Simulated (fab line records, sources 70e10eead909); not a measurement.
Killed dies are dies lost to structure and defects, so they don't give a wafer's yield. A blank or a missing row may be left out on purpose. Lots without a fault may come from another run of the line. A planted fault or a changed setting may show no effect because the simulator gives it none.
A struck lot beside a sound one | flow nand_harc | 14 steps out of a route of 1302
Sound: wafers L391.2, L391.3, L391.5. Struck: wafer L408.3. (L408.1, L408.2 of the same lot were not struck and are left out.) The cause comes at the end.
At each step with rows: each side's tool, then ch and its chambers, then its first start. Under that, the readings that differ: sound wafers | struck wafers | difference of the means | sigmas: that difference in standard deviations of wafers without a fault.
alike: readings whose means differ by less than 2 such deviations, and words and numbers that are the same on both sides. not compared: withheld readings, readings that some wafer has no value for, bounds like >300 that may hide the same value, and numbers for which the record gives no deviation and whose values overlap.
The two part at a step that has a row with sigmas, a row that says differs or no value, or rows on one side only. Numbers that don't overlap but have no deviation are shown without sigmas and don't part them. A reading that every wafer of one side lacks parts them only if that side has two wafers or more.

first, 2 steps without rows for these wafers: NHARC_A_CHANNEL_HOLE_D2_ETCH_19 (etches the open film in C4F8/O2/Ar, time 34.5 s); NHARC_A_CHANNEL_HOLE_D2_ETCH_20 (etches the open film in C4F8/O2/Ar, time 361.9 s, target depth 1600 nm).
NHARC_A_CHANNEL_HOLE_D2_ETCH_21: etches the open film in C4F8/O2/Ar, time 514.3 s, target depth 1600 nm.
  sound on har_etch-02 ch 0, day 16 04:26; struck on har_etch-02 ch 1, day 23 02:56
  reading                         | sound                | struck | difference | sigmas
  chamber_pressure_mTorr (mTorr)  | 19.969 20.001 19.968 | 20.021 | +0.042     | +2
  showerhead_plenum_p_Torr (Torr) | 3.40 3.40 3.40       | 3.88   | +0.48      | +3
  alike: drypump_motor_current_A, throttle_valve_pct
  not compared: rf_hours_counter_h, run_length_s
NHARC_A_CHANNEL_HOLE_D2_ETCH_22: etches the open film in C4F8/O2/Ar, time 666.7 s, target depth 1600 nm.
  sound on har_etch-02 ch 0, day 16 04:53; struck on har_etch-02 ch 1, day 23 03:23
  reading                         | sound          | struck | difference | sigmas
  showerhead_plenum_p_Torr (Torr) | 3.40 3.40 3.40 | 3.88   | +0.48      | +3
  alike: chamber_pressure_mTorr, drypump_motor_current_A, run_length_s, throttle_valve_pct
  not compared: rf_hours_counter_h
then, 1 step without rows for these wafers: NHARC_A_CHANNEL_HOLE_D2_ETCH_23 (etches the open film in C4F8/O2/Ar, time 819 s, target depth 1600 nm).
NHARC_A_CHANNEL_HOLE_D2_ETCH_24: etches the open film in C4F8/O2/Ar, time 906.2 s, target depth 1500 nm.
  sound on har_etch-02 ch 0, day 16 06:08; struck on har_etch-02 ch 1, day 23 04:40
  reading                         | sound          | struck | difference | sigmas
  showerhead_plenum_p_Torr (Torr) | 3.39 3.39 3.39 | 3.88   | +0.49      | +3
  alike: chamber_pressure_mTorr, drypump_motor_current_A, run_length_s, throttle_valve_pct
  not compared: rf_hours_counter_h
NHARC_A_CHANNEL_HOLE_D2_ETCH_25: etches the open film in C4F8/O2/Ar, time 1040.2 s, target depth 1500 nm.
  sound on har_etch-02 ch 0, day 16 06:55; struck on har_etch-02 ch 1, day 23 05:26
  reading                         | sound          | struck | difference | sigmas
  showerhead_plenum_p_Torr (Torr) | 3.39 3.39 3.39 | 3.87   | +0.48      | +3
  alike: chamber_pressure_mTorr, drypump_motor_current_A, run_length_s, throttle_valve_pct
  not compared: rf_hours_counter_h
NHARC_A_CHANNEL_HOLE_D2_ETCH_26: etches the open film in C4F8/O2/Ar, time 224.1 s, target depth 300 nm.
  sound on har_etch-02 ch 0, day 16 07:47; struck on har_etch-02 ch 1, day 23 06:18
  reading                         | sound                | struck | difference | sigmas
  chamber_pressure_mTorr (mTorr)  | 29.992 30.035 30.019 | 29.952 | -0.063     | -2
  showerhead_plenum_p_Torr (Torr) | 3.43 3.43 3.43       | 3.94   | +0.51      | +3
  alike: drypump_motor_current_A, throttle_valve_pct
  not compared: rf_hours_counter_h, run_length_s
then, 4 steps without rows for these wafers: NHARC_A_CHANNEL_HOLE_D2_ETCH_27 (etches the open film in C4F8/O2/Ar, time 90 s, target depth 400 nm); NHARC_A_CHANNEL_HOLE_D2_STRIP_41 (strips in N2/H2); NHARC_A_CHANNEL_HOLE_D2_STRIP_42 (strips in CF4/CHF3); NHARC_A_CHANNEL_HOLE_D2_STRIP_43 (strips in O2/COS).
NHARC_A_CHANNEL_HOLE_D2_ETCH_44: etches the open film in CF4/O2, target depth 140 nm, overetch 14 nm, time 77 s.
  sound on rie_diel-09 ch 0,1,3, day 16 08:45; struck on rie_diel-09 ch 0, day 23 07:14
  reading          | sound          | struck | difference | sigmas
  run_length_s (s) | 98.2 99.4 97.6 | 90.2   | -8.2       | -19
  alike: chamber_pressure_mTorr, drypump_motor_current_A, oes_ar_750_au, oes_product_au, rf_vpp_V, showerhead_plenum_p_Torr, throttle_valve_pct
  not compared: rf_hours_counter_h
then, 1 step without rows for these wafers: NHARC_A_CHANNEL_HOLE_D2_STRIP_28 (strips in O2).

WHERE THEY PART
First at NHARC_A_CHANNEL_HOLE_D2_ETCH_21; last, within this record, at NHARC_A_CHANNEL_HOLE_D2_ETCH_44.

WHY: what the simulator had put in
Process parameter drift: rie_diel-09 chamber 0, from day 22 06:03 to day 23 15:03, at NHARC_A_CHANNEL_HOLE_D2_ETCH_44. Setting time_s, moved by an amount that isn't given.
